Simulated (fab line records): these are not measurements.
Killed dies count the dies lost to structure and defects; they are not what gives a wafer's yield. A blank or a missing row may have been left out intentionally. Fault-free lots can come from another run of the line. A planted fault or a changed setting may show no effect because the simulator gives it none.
fab line records ; flow nand-harc
record lots=6; wafers=18; last-day=23
route steps=1159 shown A_CHANNEL_HOLE_D1@482 A_CHANNEL_FILL_D1@490 END@1159
lots with no fault: from the same line, run without faults
start-h: the number of hours between the record's first day and the start of the first shown wafer of the lot ; wait-h: hours from the lot's prior step to this one ; " the same as in the row above ; L1.1+2: a row that stands for several wafers ; - either no value or no given start ; * or withheld: withheld ; < > ~ a bound
route shown NAME@n: NAME is a module with steps in the file, n the number in the route of the first one ; usual: mean and standard deviation over wafers with no fault ; same: alike in all rows ; chamber/n: place in a boat ; sites: each site's reading ; _std_site: their standard deviation ; _edge_site: outer sites' mean less inner sites' ; radius-mm: how far each site lies from the wafer's centre ; mask NAME#n: copy n ; behind: the last tool/chamber to shape the wafer ; hold: cause of the lot's hold/its duration in hours/its outcome ; device: which transistor (n, p or np) failed to switch ; end of line: tests run on the same wafers once the route is complete ; a step with no rows: only its recipe ; killed: dies that structure and defects cost at the first sort, which is not the same as the wafer's yield ; map: a wafer's dies, x killed, . not, _ none there
set.NAME: the run value of the setting; set.NAME@STEP: its run value at that earlier step ; model.NAME: the simulator's own value behind a step, which no gauge read
lots seen at some steps along the route; tables by step, rows by wafer
services: the hour from which a tool's chamber was out of use, counted from the record's first day as start-h (under 0 if before that day), plus the number of hours and why
## steps
# step NHARC_A_CHANNEL_HOLE_D1_STRIP_43
# recipe o2-flow-sccm=400; cos-flow-sccm=20; ar-flow-sccm=0; bias-w=0; chemistry=O2/COS
# step NHARC_A_CHANNEL_HOLE_D1_ETCH_44
# recipe target-depth-a=1400; overetch-a=140; time-s=77; ion-energy-ev=100; cf4-flow-sccm=80; o2-flow-sccm=20; ar-flow-sccm=0; rf-w=300; bias-w=100; chemistry=CF4/O2
# usual drypump-motor-current-A=5.7/0.42; oes-product-au=0.996/0.014; rf-vpp-V=198.0/1.1; showerhead-plenum-p-Torr=1.35/0.036; throttle-valve-pct=13.395/0.0095
lot.wafer;tool;chamber;start-h;wait-h;drypump-motor-current-A;oes-product-au;rf-hours-counter-h;rf-vpp-V;showerhead-plenum-p-Torr;throttle-valve-pct
L191.4;rie-diel-08;1;211.99;0.1;5.7;0.991;5;196.7;1.32;13.397
L191.3;rie-diel-08;2;211.99;0.1;5.8;0.995;5;198.6;1.34;13.389
L191.5;rie-diel-08;1;211.99;0.1;5.7;0.986;-;196.3;1.32;13.389
L199.3;rie-diel-02;1;256.25;0.0;6.2;0.993;6;199.5;1.39;13.395
L199.2;rie-diel-02;0;256.25;0.0;5.5;1.010;7;198.0;1.35;13.382
L199.5;rie-diel-02;1;256.25;0.0;6.2;0.998;-;198.3;1.39;13.392
L198.4;rie-diel-02;2;256.85;0.1;6.0;0.988;7;199.2;1.40;13.408
L198.3;rie-diel-02;3;256.85;0.1;6.0;1.026;8;199.0;1.31;13.393
L198.6;rie-diel-02;2;256.85;0.1;6.0;0.996;-;197.7;1.39;13.386
L201.3;rie-diel-02;0;274.39;0.0;5.5;1.004;9;199.0;1.34;13.397
L201.2;rie-diel-02;3;274.39;0.0;6.0;1.023;9;196.9;1.30;13.397
L201.5;rie-diel-02;0;274.39;0.0;5.5;1.001;-;198.2;1.35;13.391
L203.3;rie-diel-08;1;278.03;0.1;5.8;0.971;9;195.2;1.32;13.409
L203.2;rie-diel-08;3;278.03;0.1;5.0;0.999;8;200.0;1.40;13.390
L203.1;rie-diel-08;0;278.03;0.1;5.1;0.994;9;198.5;1.36;13.410
L205.1;rie-diel-10;2;290.41;0.1;5.7;1.021;4;196.2;1.27;13.379
L205.6;rie-diel-10;3;290.41;0.1;6.1;0.995;-;198.6;1.39;13.396
L205.5;rie-diel-10;0;290.41;0.1;5.6;1.006;-;196.7;1.34;13.394
# step NHARC_A_CHANNEL_HOLE_D1_STRIP_27
# recipe o2-flow-sccm=500; ar-flow-sccm=0; bias-w=0; chemistry=O2
# usual drypump-motor-current-A=5.7/0.41; oes-product-au=0.994/0.013; rf-vpp-V=57.9/0.79; showerhead-plenum-p-Torr=3.57/0.09; throttle-valve-pct=17.036/0.0091
lot.wafer;tool;chamber;start-h;wait-h;drypump-motor-current-A;oes-product-au;rf-hours-counter-h;rf-vpp-V;showerhead-plenum-p-Torr;throttle-valve-pct
L191.3;rie-diel-08;3;-;-;5.0;1.016;5;58.5;3.69;17.043
L191.4;rie-diel-08;2;-;-;5.8;0.985;5;58.1;3.53;17.028
L191.5;rie-diel-08;0;-;-;5.1;0.978;-;57.7;3.60;17.028
L199.3;rie-diel-02;3;-;-;6.0;1.003;7;57.9;3.45;17.052
L199.2;rie-diel-02;0;-;-;5.5;0.993;7;58.0;3.55;17.042
L199.5;rie-diel-02;2;-;-;6.1;0.986;-;57.5;3.68;17.053
L198.3;rie-diel-02;2;-;-;6.1;0.985;7;58.9;3.68;17.042
L198.4;rie-diel-02;0;-;-;5.5;0.994;7;58.8;3.55;17.039
L198.6;rie-diel-02;1;-;-;6.2;0.993;-;56.6;3.66;17.036
L201.2;rie-diel-02;0;-;-;5.5;1.004;9;57.1;3.55;17.044
L201.3;rie-diel-02;1;-;-;6.2;1.004;8;58.5;3.66;17.032
L201.5;rie-diel-02;3;-;-;6.0;1.019;-;57.8;3.45;17.026
L203.2;rie-diel-08;0;-;-;5.1;0.989;9;57.7;3.60;17.037
L203.3;rie-diel-08;2;-;-;5.8;0.981;10;57.3;3.53;17.028
L203.1;rie-diel-08;3;-;-;5.0;1.007;8;57.4;3.69;17.034
L205.1;rie-diel-10;2;-;-;5.8;0.997;4;57.5;3.35;17.040
L205.6;rie-diel-10;3;-;-;6.1;0.993;-;58.2;3.67;17.030
L205.5;rie-diel-10;2;-;-;5.7;1.000;-;58.3;3.35;17.039
# step NHARC_A_CHANNEL_HOLE_D1_PRECLEAN_28
# recipe time-s=*; temp-c=50; bath-age-min=0; chemistry=SC1
# step NHARC_A_CHANNEL_HOLE_D1_SRD_29
# step NHARC_A_CHANNEL_HOLE_D1_CD_MEAS_30
# usual cd-nm=89.7/2.1
lot.wafer;tool;chamber;start-h;wait-h;cd-nm
L191.3;cd-sem-01;-;212.80;-;89.5
L191.4;cd-sem-01;-;212.80;-;92.2
L191.5;cd-sem-01;-;212.80;-;90.8
L199.2;cd-sem-03;-;257.10;-;91.2
L199.3;cd-sem-03;-;257.10;-;89.9
L199.5;cd-sem-03;-;257.10;-;90.9
L198.3;cd-sem-01;-;257.66;-;94.3
L198.4;cd-sem-01;-;257.66;-;87.2
L198.6;cd-sem-01;-;257.66;-;88.8
L201.2;cd-sem-01;-;275.20;-;87.4
L201.3;cd-sem-01;-;275.20;-;89.2
L201.5;cd-sem-01;-;275.20;-;90.1
L203.1;cd-sem-02;-;278.82;-;88.2
L203.2;cd-sem-02;-;278.82;-;87.9
L203.3;cd-sem-02;-;278.82;-;91.5
L205.1;cd-sem-02;-;291.33;-;91.9
L205.5;cd-sem-02;-;291.33;-;91.7
L205.6;cd-sem-02;-;291.33;-;88.5
# step NHARC_A_CHANNEL_HOLE_D1_XSEM_31
# recipe landing-energy-ev=35000
# usual bot-cd-nm=74.2/2.2; bow-nm=8.6/0.3; tilt-deg=0.08/0.05
# same landing-energy-ev=35000
lot.wafer;tool;chamber;start-h;wait-h;bot-cd-nm;bow-nm;tilt-deg
L191.3;xsem-02;0;212.89;0.1;73.8;8.7;0.07
L191.4;xsem-02;0;212.89;0.1;76.6;8.7;0.07
L191.5;xsem-02;0;212.89;0.1;76.5;8.8;0.07
L199.2;xsem-02;0;257.20;0.1;75.5;8.4;0.07
L199.3;xsem-02;0;257.20;0.1;75.1;8.5;0.07
L199.5;xsem-02;0;257.20;0.1;75.7;8.4;0.07
L198.3;xsem-01;0;257.75;0.1;79.6;8.6;0.00
L198.4;xsem-01;0;257.75;0.1;71.6;8.6;0.00
L198.6;xsem-01;0;257.75;0.1;72.9;8.6;0.00
L201.2;xsem-01;0;275.29;0.1;71.1;8.8;0.05
L201.3;xsem-01;0;275.29;0.1;73.5;8.8;0.05
L201.5;xsem-01;0;275.29;0.1;74.3;8.7;0.05
L203.1;xsem-02;0;278.92;0.1;74.1;8.8;0.00
L203.2;xsem-02;0;278.92;0.1;73.1;8.7;0.00
L203.3;xsem-02;0;278.92;0.1;76.3;8.8;0.00
L205.1;xsem-01;0;291.42;0.1;76.6;8.4;0.08
L205.5;xsem-01;0;291.42;0.1;76.3;8.4;0.08
L205.6;xsem-01;0;291.42;0.1;73.0;8.3;0.08
# step NHARC_A_CHANNEL_HOLE_D1_INSPECT_40
# usual raw-defect-count=61/16
lot.wafer;tool;chamber;start-h;wait-h;raw-defect-count
L191.3;defect-inspect-01;-;212.98;-;54
L191.4;defect-inspect-01;-;212.98;-;59
L191.5;defect-inspect-01;-;212.98;-;70
L199.2;defect-inspect-02;-;257.29;-;84
L199.3;defect-inspect-02;-;257.29;-;116
L199.5;defect-inspect-02;-;257.29;-;79
L198.3;defect-inspect-02;-;257.85;-;78
L198.4;defect-inspect-02;-;257.85;-;87
L198.6;defect-inspect-02;-;257.85;-;70
L201.2;defect-inspect-02;-;275.38;-;60
L201.3;defect-inspect-02;-;275.38;-;84
L201.5;defect-inspect-02;-;275.38;-;114
L203.1;defect-inspect-02;-;279.01;-;84
L203.2;defect-inspect-02;-;279.01;-;66
L203.3;defect-inspect-02;-;279.01;-;57
L205.1;defect-inspect-01;-;291.53;-;77
L205.5;defect-inspect-01;-;291.53;-;57
L205.6;defect-inspect-01;-;291.53;-;80
# step NHARC_A_CHANNEL_FILL_D1_PRECLEAN_00
# recipe time-s=*; temp-c=50; bath-age-min=0; chemistry=SC1
# step NHARC_A_CHANNEL_FILL_D1_SRD_01
# step NHARC_A_CHANNEL_FILL_D1_ALD_02
# recipe target-thk-a=60; pulse-time-s=10; ald-cycles=60; temp-c=300; material=SiO2
# step NHARC_A_CHANNEL_FILL_D1_ALD_03
# recipe target-thk-a=60; pulse-time-s=60; ald-cycles=58; temp-c=630; pressure-torr=2; material=SiNx
# usual ald-cycles=58/0; precursor-pulse-height-rel=1.000/0.02
lot.wafer;tool;chamber;start-h;wait-h;ald-cycles;precursor-pulse-height-rel
L191.3;ald-sin-batch-03;0;-;-;58;0.989
L191.4;ald-sin-batch-03;0;-;-;58;1.007
L191.5;ald-sin-batch-03;0;-;-;58;1.004
L198.3;ald-sin-batch-03;0;-;-;58;0.961
L198.4;ald-sin-batch-03;0;-;-;58;0.986
L198.6;ald-sin-batch-03;0;-;-;58;1.037
L199.2;ald-sin-batch-03;0;-;-;58;1.022
L199.3;ald-sin-batch-03;0;-;-;58;1.021
L199.5;ald-sin-batch-03;0;-;-;58;1.015
L201.2;ald-sin-batch-01;0;-;-;58;0.976
L201.3;ald-sin-batch-01;0;-;-;58;1.007
L201.5;ald-sin-batch-01;0;-;-;58;1.014
L203.1;ald-sin-batch-01;0;-;-;58;0.993
L203.2;ald-sin-batch-01;0;-;-;58;1.011
L203.3;ald-sin-batch-01;0;-;-;58;1.035
L205.1;ald-sin-batch-02;0;-;-;58;0.976
L205.5;ald-sin-batch-02;0;-;-;58;1.012
L205.6;ald-sin-batch-02;0;-;-;58;0.977
# step NHARC_A_CHANNEL_FILL_D1_ALD_14
# recipe target-thk-a=25; pulse-time-s=10; ald-cycles=25; temp-c=300; material=SiO2
# usual ald-cycles=25/0; heater-power-w=462/41; precursor-pulse-height-rel=1.001/0.019
lot.wafer;tool;chamber;start-h;wait-h;ald-cycles;heater-power-w;precursor-pulse-height-rel
L191.4;ald-hk-04;0;220.38;0.2;25;519;0.986
L191.3;ald-hk-04;1;220.38;0.2;25;494;1.035
L191.5;ald-hk-04;3;220.38;0.2;25;384;0.991
L198.4;ald-hk-03;1;264.46;0.1;25;512;1.028
L198.3;ald-hk-03;2;264.46;0.1;25;459;1.037
L198.6;ald-hk-03;1;264.46;0.1;25;513;0.989
L199.3;ald-hk-04;0;264.47;0.1;25;494;1.014
L199.2;ald-hk-04;1;264.47;0.1;25;481;0.985
L199.5;ald-hk-04;0;264.47;0.1;25;510;0.982
L201.3;ald-hk-04;0;284.81;0.0;27;509;1.008
L201.2;ald-hk-04;3;284.81;0.0;27;373;1.022
L201.5;ald-hk-04;1;284.81;0.0;27;486;1.015
L203.3;ald-hk-01;3;284.85;0.1;25;427;0.987
L203.1;ald-hk-01;0;284.85;0.1;25;463;1.020
L203.2;ald-hk-01;1;284.85;0.1;25;419;1.051
L205.1;ald-hk-04;1;298.80;0.1;27;479;0.972
L205.5;ald-hk-04;0;298.80;0.1;27;514;0.990
L205.6;ald-hk-04;1;298.80;0.1;27;502;1.022
# step NHARC_A_CHANNEL_FILL_D1_ALD_15
# recipe target-thk-a=20; pulse-time-s=60; ald-cycles=19; temp-c=630; pressure-torr=2; material=SiNx
# usual ald-cycles=19/0; precursor-pulse-height-rel=0.998/0.021
lot.wafer;tool;chamber;start-h;wait-h;ald-cycles;precursor-pulse-height-rel
L191.3;ald-sin-batch-02;0;-;-;19;1.005
L191.4;ald-sin-batch-02;0;-;-;19;1.005
L191.5;ald-sin-batch-02;0;-;-;19;0.970
L198.3;ald-sin-batch-02;0;-;-;19;0.994
L198.4;ald-sin-batch-02;0;-;-;19;1.001
L198.6;ald-sin-batch-02;0;-;-;19;0.991
L199.2;ald-sin-batch-02;0;-;-;19;1.013
L199.3;ald-sin-batch-02;0;-;-;19;0.983
L199.5;ald-sin-batch-02;0;-;-;19;0.998
L201.2;ald-sin-batch-01;0;-;-;19;0.959
L201.3;ald-sin-batch-01;0;-;-;19;0.977
L201.5;ald-sin-batch-01;0;-;-;19;1.010
L203.1;ald-sin-batch-01;0;-;-;19;0.978
L203.2;ald-sin-batch-01;0;-;-;19;0.989
L203.3;ald-sin-batch-01;0;-;-;19;1.018
L205.1;ald-sin-batch-01;0;-;-;19;1.005
L205.5;ald-sin-batch-01;0;-;-;19;0.999
L205.6;ald-sin-batch-01;0;-;-;19;0.982
# step NHARC_END_SORT_01
# recipe temp-c=25
# usual killed-at-array=28/10; killed-at-other=0.6/1.1; killed-at-periphery=3.6/2.6; killed-dies=32/10; killed-open=3.3/1.8; killed-short=1.9/1.4
# same gross-dies=677
lot.wafer;tool;chamber;start-h;wait-h;killed-at-array;killed-at-other;killed-at-periphery;killed-dies;killed-open;killed-short
L191.3;prober-02;0;458.85;3.1;19;1;3;23;3;2
L191.4;prober-02;0;459.65;3.4;27;0;5;32;7;2
L191.5;prober-02;0;460.45;3.7;20;0;6;26;2;1
L205.1;prober-01;0;555.04;2.5;51;4;6;61;3;2
L205.5;prober-01;0;558.26;3.7;46;0;2;48;1;1
L205.6;prober-01;0;559.07;4.0;45;1;1;47;2;0
# killed by level:class
L191.3 A_SLIT:chamber-film-flake=7 A_ZERO_WELL:chamber-film-flake=2 A_STAIRCASE:chamber-film-flake=2 A_CONTACT:chamber-film-flake=2 P_M0:geometric-particle:open=1 A_ONON_D1:geometric-particle:short=1 A_WL_FILL:geometric-particle:short=1 A_WL_FILL:geometric-particle:open=1
L191.4 A_SLIT:chamber-film-flake=7 A_CHANNEL_HOLE_D1:chamber-film-flake=5 A_CONTACT:chamber-film-flake=4 P_STI:geometric-particle:open=2 A_WL_FILL:geometric-particle:short=2 A_M0:geometric-particle:open=2 P_ZERO_WELL:chamber-film-flake=2 A_ZERO_WELL:chamber-film-flake=2
L191.5 A_SLIT:chamber-film-flake=9 A_STAIRCASE:chamber-film-flake=4 P_ZERO_WELL:chamber-film-flake=3 A_CONTACT:chamber-film-flake=2 P_STI:geometric-particle:short=1 A_ONON_D1:geometric-particle:open=1 A_M0:geometric-particle:open=1 P_STI:chamber-film-flake=1
L205.1 A_CHANNEL_HOLE_D1:chamber-film-flake=21 A_SLIT:chamber-film-flake=15 A_STAIRCASE:chamber-film-flake=6 A_CONTACT:chamber-film-flake=5 THIN_TSV:chamber-film-flake=4 P_GATE:chamber-film-flake=2 P_CONTACT:chamber-film-flake=2 P_GATE:geometric-particle:open=1
L205.5 A_CHANNEL_HOLE_D1:chamber-film-flake=18 A_SLIT:chamber-film-flake=16 A_STAIRCASE:chamber-film-flake=8 P_M0:chamber-film-flake=2 A_CONTACT:chamber-film-flake=2 A_CHANNEL_FILL_D1:geometric-particle:short=1 A_WL_FILL:geometric-particle:open=1
L205.6 A_CHANNEL_HOLE_D1:chamber-film-flake=21 A_SLIT:chamber-film-flake=18 A_STAIRCASE:chamber-film-flake=2 A_CONTACT:chamber-film-flake=2 A_ONON_D1:geometric-particle:open=1 A_CONTACT:geometric-particle:open=1 P_GATE:chamber-film-flake=1 THIN_TSV:chamber-film-flake=1
## services
tool;chamber;start-h;hours;kind
rie-diel-02;0;209.14;-;clean
rie-diel-02;1;209.14;-;clean
rie-diel-02;2;209.14;-;clean
rie-diel-02;3;209.14;-;clean
ald-hk-01;-;217.36;0.6;repair
rie-diel-02;-;220.75;0.8;repair
rie-diel-08;-;223.26;0.2;repair
ald-hk-03;-;224.91;1.1;repair
rie-diel-02;3;231.98;1.4;repair
ald-sin-batch-02;-;233.60;11.3;repair
rie-diel-02;0;233.64;-;clean
rie-diel-02;1;233.64;-;clean
rie-diel-02;2;233.64;-;clean
rie-diel-02;3;233.64;-;clean
rie-diel-02;0;258.14;-;clean
rie-diel-02;1;258.14;-;clean
rie-diel-02;2;258.14;-;clean
rie-diel-02;3;258.14;-;clean
xsem-02;-;264.84;0.1;repair
rie-diel-02;-;265.91;0.7;repair
rie-diel-02;0;282.64;-;clean
rie-diel-02;1;282.64;-;clean
rie-diel-10;1;287.53;16.2;repair
rie-diel-08;-;301.80;9.0;pm
## key
first-sign step=NHARC_A_CHANNEL_FILL_D1_ALD_14; reading=ald-cycles; direction=up; sigmas=99+; usual=25; struck=27
effect none on later readings
met-at NHARC_A_CHANNEL_FILL_D1_ALD_14
struck-wafers L201.2,L201.3,L201.5,L205.1,L205.5,L205.6
tester-left-out L201,L205
onset-between 264.47 284.81
fault kind=process-parameter-drift; tool=ald-hk-04; chamber=-; onset-h=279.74; steps=NHARC_A_CHANNEL_FILL_D1_ALD_14; channel=ald-cycles; offset=2; shape=step; end-h=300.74; acts-in=these-recipes-only; stated=25
# tester-left-out: of these lots the tester's yield and bins aren't shown, on N5 and GAA mostly nor the transistor test; their killed dies are dies lost to structure and defects alone, not to doping, threshold or leakage, so they don't give the yield
